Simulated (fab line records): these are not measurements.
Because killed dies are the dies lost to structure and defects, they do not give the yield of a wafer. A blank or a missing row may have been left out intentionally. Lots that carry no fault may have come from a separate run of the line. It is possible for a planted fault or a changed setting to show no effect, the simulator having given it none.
Code-filled problem report in 8D (eight disciplines) form || flow n5_finfet || the parts of the form that need people (team, actions taken, sign-off) are left out

## 1. THE ISSUE
M2_ILD_THK at N5_BEOL_M2_THK_MEAS_01 reads a mean of 52.1 nm on 4 wafers of 3 lots; wafers without a fault read 78.7 nm with a standard deviation of 0.95. That puts it -28 standard deviations away from the usual mean.
First observed at day 8 23:59: wafer L381.2, on film_metro-02. The record has a number at this step for 41 wafers belonging to 14 lots. The rule behind "out" and "out of limits": a value lying over 4 standard deviations away from the usual mean. The rest of the wafers with a number are treated as sound.

## 2. WHAT IT IS AND WHAT IT IS NOT
{"question": "which readings at this step", "is": "M2_ILD_THK", "is not": "-"}
{"question": "which lots", "is": "L381, L383, L384", "is not": "L371, L372, L373, L374, L375, L376, L387, L389, L390, L391, L394"}
{"question": "which wafers of those lots", "is": "L381.2, L381.6, L383.6, L384.6", "is not": "L381.3, L383.4, L384.3, L384.4"}
{"question": "read on which gauges", "is": "film_metro-01, film_metro-02", "is not": "-"}
{"question": "when", "is": "from day 8 23:59", "is not": "up to then (19 sound wafers); but 18 sound wafers of L383, L384, L387, L389, L390, L391, L394 came after"}

## 3. THE SUSPECTS, EACH WITH WHAT RULES IT OUT
Counting: if a tool at a process step up to the reading ran every lot that is out, it stays a suspect. Sound lots after the first of them don't rule it out here, since some wafers of a struck lot are sound.
- ruled out: the gauge at N5_BEOL_M2_THK_MEAS_01. 2 gauges (film_metro-01, film_metro-02) read the wafers that are out.
- pecvd-04 at N5_BEOL_M2_ILD_DEP_00 (deposits SiOC from DEMS/O2, target thk 79 nm, time 15.3 s): kept. Every lot that is out went through it, the first being L381 (day 8 23:55); the last sound lot it ran before that was L376 (day 7 17:22).
After counting, what remains is pecvd-04 at N5_BEOL_M2_ILD_DEP_00.

## 4. THE CAUSE (what the simulator had put in)
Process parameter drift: pecvd-04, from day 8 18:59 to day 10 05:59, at N5_BEOL_M2_ILD_DEP_00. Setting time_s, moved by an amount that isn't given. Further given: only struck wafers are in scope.
Counting left only this tool.

## 5. THE CHAIN OF EFFECTS, in route order
Each row: a reading where the mean over the struck wafers with a number is more than 3 standard deviations away from the usual. Scope: only readings with a usual standard deviation given in the record; hours: median across lots of the time from each lot's start at the first step in this table that gives one to its start at this step; sigmas: change in usual standard deviations.
{"hours": 0, "step": "N5_BEOL_M2_THK_MEAS_01", "reading": "M2_ILD_THK", "usual": "78.7 nm", "on struck wafers": 52.1, "change": -26.6, "sigmas": -28}
Readings that are blank on the struck wafers while sound wafers have them: susceptor_temp_C at N5_BEOL_M2_ILD_DEP_00.

## 6. WHAT WOULD HAVE CAUGHT IT SOONER
The first out-of-limits reading at a measuring or inspecting step in this record came at day 8 23:59, 5 hours after the fault's start at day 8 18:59.
L383, L384, from the lots that are out (3), started N5_BEOL_M2_ILD_DEP_00 on pecvd-04 later than day 8 23:59. A hold on the tool at that time would have spared those 2.
